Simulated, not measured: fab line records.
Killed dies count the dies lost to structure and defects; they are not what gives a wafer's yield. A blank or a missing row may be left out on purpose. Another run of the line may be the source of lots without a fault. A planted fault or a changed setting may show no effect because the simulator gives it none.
What tool caused it?	flow n5Finfet	Sampling: 9 lots, 27 wafers, 5 of 1938 route steps

## WHAT EACH GAUGE READ, for each wafer
N5_FIN_SAQP_CD_MEAS_16 targets a cd of 35.6 nm. Usual: 35.8 nm for cdNm, sd 0.31.
lot	measured	on	cdNm (nm)	flag
L202	day 1 22:02	cdSem-03	36.4 35.8 35.9	
L203	day 2 04:16	cdSem-03	36.0 35.7 35.7	
L204	day 2 10:55	cdSem-03	35.5 35.2 36.0	
L207	day 3 04:25	cdSem-01	35.4 36.2 35.6	
L210	day 3 21:14	cdSem-01	35.5 35.7 35.7	
L216	day 5 09:33	cdSem-02	34.8 35.6 35.6	
L217	day 5 16:04	cdSem-02	35.9 36.1 35.4	
L220	day 6 10:53	cdSem-03	36.0 35.8 35.7	
L224	day 7 10:30	cdSem-01	35.8 36.1 35.8	

N5_BEOL_M4_RC_MEAS_101. Usual: DIBL_N 36.0 mV/V, standard deviation 1.9; DIBL_P 35.6 mV/V, standard deviation 2.2; IOFF_N 0.15 nA/um, standard deviation 0.031; IOFF_P 0.19 nA/um, standard deviation 0.032; IOFF_P_LONG 0.000101 nA/um, standard deviation 6.8e-06; ION_N 668 uA/um, standard deviation 11; ION_P 455 uA/um, standard deviation 7.2; SS_N 71.5 mV/dec, standard deviation 0.65; SS_P 73.4 mV/dec, standard deviation 0.64; VT_N 251 mV, standard deviation 3.6; VT_P -253 mV, standard deviation 3.3; VT_P_LONG -277.3 mV, standard deviation 2.5.
lot	measured	on	DIBL_N (mV/V)	DIBL_P (mV/V)	IOFF_N (nA/um)	IOFF_P (nA/um)	IOFF_P_LONG (nA/um)	ION_N (uA/um)	ION_P (uA/um)	SS_N (mV/dec)	SS_P (mV/dec)	VT_N (mV)	VT_P (mV)	VT_P_LONG (mV)	flag
L202	day 8 22:11	prober-01	36.4 35.7 37.5	35.6 34.2 36.3	0.15 0.14 0.17	0.21 0.19 0.22	0.000112 0.000107 0.000105	671 664 675	461 460 457	70.7 70.1 71.0	73.6 73.3 73.7	249 251 250	-249 -251 -250	-274.6 -274.5 -274.7	
L203	day 9 01:53	prober-02	35.0 35.1 36.2	34.2 34.4 36.1	0.11 0.12 0.13	0.14 0.14 0.16	9e-05 9.2e-05 9e-05	661 658 669	445 444 453	72.1 71.0 71.8	72.7 72.9 73.5	258 254 252	-259 -256 -258	-279.9 -279.9 -279.1	
L204	day 9 06:52	prober-01	34.8 36.2 36.5	34.5 35.2 35.6	0.13 0.15 0.15	0.17 0.17 0.17	0.000103 0.000101 9.9e-05	647 663 655	445 453 441	71.1 70.9 71.8	72.7 72.5 73.5	252 254 251	-253 -253 -254	-273.9 -272.6 -278.6	
L207	day 11 01:40	prober-02	33.2 38.8 34.7	32.0 39.7 34.8	0.11 0.21 0.13	0.14 0.25 0.18	9.6e-05 9.4e-05 0.000101	649 672 658	441 453 454	72.3 73.0 71.3	71.9 73.9 73.4	260 246 255	-256 -249 -252	-276.7 -277.5 -276.5	
L210	day 11 08:01	prober-02	34.0 34.2 32.9	33.2 32.6 32.8	0.12 0.12 0.11	0.19 0.17 0.17	0.000111 0.000105 0.000103	650 660 665	452 453 458	71.2 71.1 71.4	72.7 72.7 72.7	255 257 254	-251 -255 -254	-277.3 -275.6 -274.1	
L216	day 13 09:55	prober-02	38.4 37.1 35.3	39.3 38.6 35.0	0.19 0.15 0.12	0.18 0.18 0.13	8.4e-05 8.2e-05 8.6e-05	677 670 670	433 424 434	70.7 71.2 70.6	74.6 73.6 73.0	246 252 252	-253 -258 -262	-287.8 -288.9 -286.7	OFF
L217	day 13 17:46	prober-01	36.3 35.7 36.9	41.5 37.8 39.2	0.16 0.16 0.18	0.23 0.15 0.17	7.8e-05 7.7e-05 8.2e-05	666 666 668	417 411 428	71.4 72.0 72.0	75.5 74.0 74.2	248 249 251	-260 -266 -263	-288.3 -292.0 -286.9	OFF
L220	day 14 01:58	prober-02	39.8 38.8 38.1	39.7 38.4 37.0	0.22 0.18 0.17	0.24 0.24 0.20	0.000102 9.6e-05 9.7e-05	700 674 671	467 462 458	71.8 72.7 71.4	74.1 74.6 73.9	248 248 250	-250 -252 -253	-276.8 -280.8 -275.8	
L224	day 14 21:43	prober-02	33.1 34.7 34.6	33.5 35.8 37.0	0.11 0.13 0.14	0.13 0.16 0.17	8.7e-05 8.5e-05 9e-05	662 666 665	444 443 449	70.6 71.6 71.9	72.9 73.6 74.3	259 255 252	-262 -262 -259	-284.6 -284.0 -283.9	

## WHAT TOOL EACH LOT RAN ON (gives the tool, then ch and the chambers of the sampled wafers, and finally the start)
lot	N5_PMOS_HMC_CHANNEL_EPI_EPI_20	N5_FIN_SAQP_HM_DEP_03	N5_FIN_SAQP_ETCH_51
L202	epiRpcvd-02 ch 0, day 1 18:20	pecvd-02 ch 1,2, day 1 21:16	rieDiel-01 ch 0,1,2, day 1 22:26
L203	epiRpcvd-02 ch 0, day 2 00:55	pecvd-02 ch 0,1,2, day 2 03:37	rieDiel-06 ch 1,3, day 2 04:24
L204	epiRpcvd-04 ch 0, day 2 07:49	pecvd-01 ch 0,1,2, day 2 10:15	rieDiel-01 ch 1,2, day 2 11:05
L207	epiRpcvd-01 ch 0, day 3 00:12	pecvd-02 ch 0,1,2, day 3 03:38	rieDiel-01 ch 0,1,3, day 3 04:32
L210	epiRpcvd-04 ch 0, day 3 18:04	pecvd-04 ch 1,2, day 3 20:34	rieDiel-06 ch 0,3, day 3 21:49
L216	epiRpcvd-04 ch 0, day 5 06:00	pecvd-04 ch 0,2, day 5 08:45	rieDiel-06 ch 1,2,3, day 5 10:00
L217	epiRpcvd-04 ch 0, day 5 12:07	pecvd-04 ch 1,2, day 5 15:17	rieDiel-04 ch 2,3, day 5 16:12
L220	epiRpcvd-02 ch 0, day 6 06:59	pecvd-02 ch 0,2, day 6 10:06	rieDiel-04 ch 0,1,2, day 6 11:01
L224	epiRpcvd-02 ch 0, day 7 06:26	pecvd-04 ch 0,2, day 7 09:43	rieDiel-01 ch 0,1,3, day 7 10:38
- N5_PMOS_HMC_CHANNEL_EPI_EPI_20: deposits SiGe30, target thk 59 nm.
- N5_FIN_SAQP_HM_DEP_03: deposits SiNx from SiH4/NH3/N2, target thk 38 nm, time 33.6 s.
- N5_FIN_SAQP_ETCH_51: etches SiARC in CF4, target depth 45.5 nm, time 75.8 s.

## WHAT THE TOOLS THEMSELVES READ (means of the sampled wafers that have a number; where no wafer has one, the mark that the record gives instead)
N5_PMOS_HMC_CHANNEL_EPI_EPI_20. Usual: chamberPressureTorr 20.00 Torr, standard deviation 0.042; lampInnerPct 11.9 %, standard deviation 1.5.
lot	tool	chamberPressureTorr (Torr)	lampInnerPct (%)	flag
L202	epiRpcvd-02	19.98	12.8	
L203	epiRpcvd-02	20.03	12.8	
L204	epiRpcvd-04	20.06	12.9	
L207	epiRpcvd-01	20.05	9.5	
L210	epiRpcvd-04	20.00	13.0	
L216	epiRpcvd-04	13.87	12.9	OFF
L217	epiRpcvd-04	13.95	12.9	OFF
L220	epiRpcvd-02	19.98	12.8	
L224	epiRpcvd-02	19.98	12.8	

N5_FIN_SAQP_HM_DEP_03. Usual: heaterPowerOuterW 495 W, standard deviation 55; heaterPowerW 825 W, standard deviation 100; showerheadPlenumPTorr 5.11 Torr, standard deviation 0.063; throttleValvePct 40.3 %, standard deviation 2.4.
lot	tool	heaterPowerOuterW (W)	heaterPowerW (W)	showerheadPlenumPTorr (Torr)	throttleValvePct (%)	flag
L202	pecvd-02	413	699	5.09	38.9	
L203	pecvd-02	455	779	5.13	39.6	
L204	pecvd-01	520	845	5.12	39.8	
L207	pecvd-02	458	799	5.13	39.6	
L210	pecvd-04	521	886	5.05	41.1	
L216	pecvd-04	594	998	5.06	39.8	
L217	pecvd-04	573	946	5.06	41.4	
L220	pecvd-02	430	766	5.14	38.5	
L224	pecvd-04	512	910	5.06	39.9	

N5_FIN_SAQP_ETCH_51. Usual: biasW is 36.00 W with standard deviation 0.1, drypumpMotorCurrentA is 5.6 A with standard deviation 0.38, etchRfOnTimeS is 76.2 s with standard deviation 1.7, oesProductAu is 0.67 a.u. with standard deviation 0.077, rfVppV is 184.4 V with standard deviation 1.2, showerheadPlenumPTorr is 2.18 Torr with standard deviation 0.066, and throttleValvePct is 15.51 % with standard deviation 0.23.
lot	tool	biasW (W)	drypumpMotorCurrentA (A)	etchRfOnTimeS (s)	oesProductAu (a.u.)	rfVppV (V)	showerheadPlenumPTorr (Torr)	throttleValvePct (%)	flag
L202	rieDiel-01	36.02	5.7	77.6	0.67	184.8	2.18	15.44	
L203	rieDiel-06	35.96	5.4	76.2	0.73	183.7	2.14	15.54	
L204	rieDiel-01	35.94	5.7	76.4	0.73	185.2	2.25	15.34	
L207	rieDiel-01	36.00	5.5	76.2	0.68	184.0	2.15	15.50	
L210	rieDiel-06	36.02	5.0	77.7	0.61	183.8	2.11	15.54	
L216	rieDiel-06	36.01	5.4	75.5	0.65	183.6	2.14	15.55	
L217	rieDiel-04	36.08	5.8	77.8	0.61	183.7	2.15	15.64	
L220	rieDiel-04	35.96	6.1	75.5	0.70	184.5	2.18	15.57	
L224	rieDiel-01	36.01	5.5	75.7	0.72	184.6	2.23	15.40	

## THE ANSWER, worked out from the rows above alone
Rule: take the mean of a lot's wafers that have a number; if it is more than 3 standard deviations from the usual mean, the lot is off. Also off: a lot with no number at a reading for which 4 or more lots have one. The other lots that the step has rows for count as sound. The gauges are gone through in route order, then the tools' own readings, and for those a lot's mean is taken as printed above. At the first step where some lot is off, the reading lying furthest off is the one used; lots without a number count as furthest.
Off: L216, L217, at N5_BEOL_M4_RC_MEAS_101 (ION_P).
A tool fits if, at a process step before that reading, it ran every lot that is off, and no sound lot after the first of them. Not tried: the gauges at N5_BEOL_M4_RC_MEAS_101; whatever is off there is also off at N5_PMOS_HMC_CHANNEL_EPI_EPI_20, on other tools, and gauge error can't account for it. One candidate fits, namely epiRpcvd-04 at N5_PMOS_HMC_CHANNEL_EPI_EPI_20. A fault onset in the window from L210 (day 3 18:04, its last sound lot) to L216 (day 5 06:00, its first lot off) fits.
On the lots that are off, the tool's own readings at N5_PMOS_HMC_CHANNEL_EPI_EPI_20 differ by more than 5 times the standard deviation of the sound lots' means, which bears it out; chamberPressureTorr reads 13.91 Torr there versus 20.01 Torr on the sound lots.

## WHAT THE SIMULATOR HAD INSERTED
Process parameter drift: epiRpcvd-04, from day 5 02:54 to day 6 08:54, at N5_PMOS_HMC_CHANNEL_EPI_EPI_20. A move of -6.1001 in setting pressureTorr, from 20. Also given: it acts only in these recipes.
Struck lots among those shown: L216, L217. The rule given above showed the same thing.
